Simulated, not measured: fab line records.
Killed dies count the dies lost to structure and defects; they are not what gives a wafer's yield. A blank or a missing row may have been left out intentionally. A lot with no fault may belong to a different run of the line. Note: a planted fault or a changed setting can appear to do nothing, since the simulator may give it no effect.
Chamber matching + flow n5-finfet + 4 sister chambers for N5_ILD0_LINER_00 on ald-sin-03
The step material SiNx, target thk 4 nm, pulse time 1 s, purge time 2 s. 27 wafers are shown with their chamber, then 12 later ones without.

EACH WAFER AND ITS CHAMBER
| wafer  | chamber | heater-power-w (W) | precursor-pulse-height-rel |
|--------|---------|--------------------|----------------------------|
| L074.1 | 0       | 793                | 0.993                      |
| L074.3 | 1       | 758                | 0.950                      |
| L074.5 | 3       | 864                | 0.986                      |
| L075.2 | 1       | 768                | 1.015                      |
| L075.4 | 2       | 1127               | 0.986                      |
| L075.5 | 3       | 839                | 1.002                      |
| L076.4 | 0       | 797                | 0.985                      |
| L076.5 | 2       | 1128               | 0.972                      |
| L076.6 | 1       | 742                | 0.983                      |
| L081.1 | 2       | 1083               | 1.017                      |
| L081.2 | 0       | 800                | 0.973                      |
| L081.4 | 1       | 729                | 1.025                      |
| L085.1 | 2       | 1072               | 0.989                      |
| L085.2 | 1       | 717                | 1.000                      |
| L085.6 | 1       | 726                | 1.016                      |
| L088.2 | 2       | 1080               | 0.979                      |
| L088.5 | 0       | 790                | 1.011                      |
| L088.6 | 3       | 811                | 1.005                      |
| L089.1 | 1       | 735                | 1.005                      |
| L089.2 | 3       | 830                | 0.976                      |
| L089.3 | 0       | 805                | 1.012                      |
| L089.4 | 2       | 1078               | 1.013                      |
| L089.5 | 3       | 820                | 1.037                      |
| L089.6 | 0       | 811                | 0.974                      |
| L094.1 | 0       | 793                | 1.009                      |
| L094.5 | 2       | 1070               | 0.994                      |
| L094.6 | 3       | 833                | 0.981                      |

SIGNATURES (averages over the wafers above)
| reading                    | chamber 0 | chamber 1 | chamber 2 | chamber 3 | scatter within a chamber |
|----------------------------|-----------|-----------|-----------|-----------|--------------------------|
| heater-power-w             | 798.43    | 739.29    | 1091.14   | 832.83    | 18.4                     |
| precursor-pulse-height-rel | 0.99386   | 0.99914   | 0.99286   | 0.99783   | 0.0207                   |
Rule: distance of a wafer from a chamber = root of the sum over the readings of ((wafer's reading minus chamber's mean) / reading's scatter) squared. If the next closest chamber is less than 2 further off than the closest, the wafer can't be placed; otherwise it belongs to the closest. The scatter is the square root of a quotient: the sum, over the shown wafers, of each reading's squared deviation from its chamber's mean, divided by wafers minus chambers.

WAFERS WHOSE CHAMBER IS MISSING
| wafer  | heater-power-w (W) | precursor-pulse-height-rel |
|--------|--------------------|----------------------------|
| L095.4 | 737                | 0.990                      |
| L095.5 | 839                | 0.972                      |
| L095.6 | 792                | 1.022                      |
| L096.1 | 815                | 0.973                      |
| L096.2 | 804                | 0.961                      |
| L096.3 | 1088               | 1.024                      |
| L096.4 | 735                | 0.997                      |
| L096.5 | 820                | 0.983                      |
| L096.6 | 811                | 1.012                      |
| L097.3 | 744                | 0.986                      |
| L097.4 | 1103               | 0.987                      |
| L097.5 | 811                | 0.993                      |

EACH ONE'S CHAMBER
| wafer  | from the rows above          | in truth |
|--------|------------------------------|----------|
| L095.4 | 1                            | 1        |
| L095.5 | can't be placed: 3 or 0      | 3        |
| L095.6 | can't be placed: 0 or 3 or 1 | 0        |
| L096.1 | can't be placed: 0 or 3      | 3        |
| L096.2 | can't be placed: 0 or 3      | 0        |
| L096.3 | 2                            | 2        |
| L096.4 | 1                            | 1        |
| L096.5 | can't be placed: 3 or 0      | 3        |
| L096.6 | can't be placed: 0 or 3      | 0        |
| L097.3 | 1                            | 1        |
| L097.4 | 2                            | 2        |
| L097.5 | can't be placed: 0 or 3      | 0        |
5 of 12 placed correctly. From these rows, 7 cannot be placed; in 7 the true chamber is one of the candidates. Wrongly placed: 0.
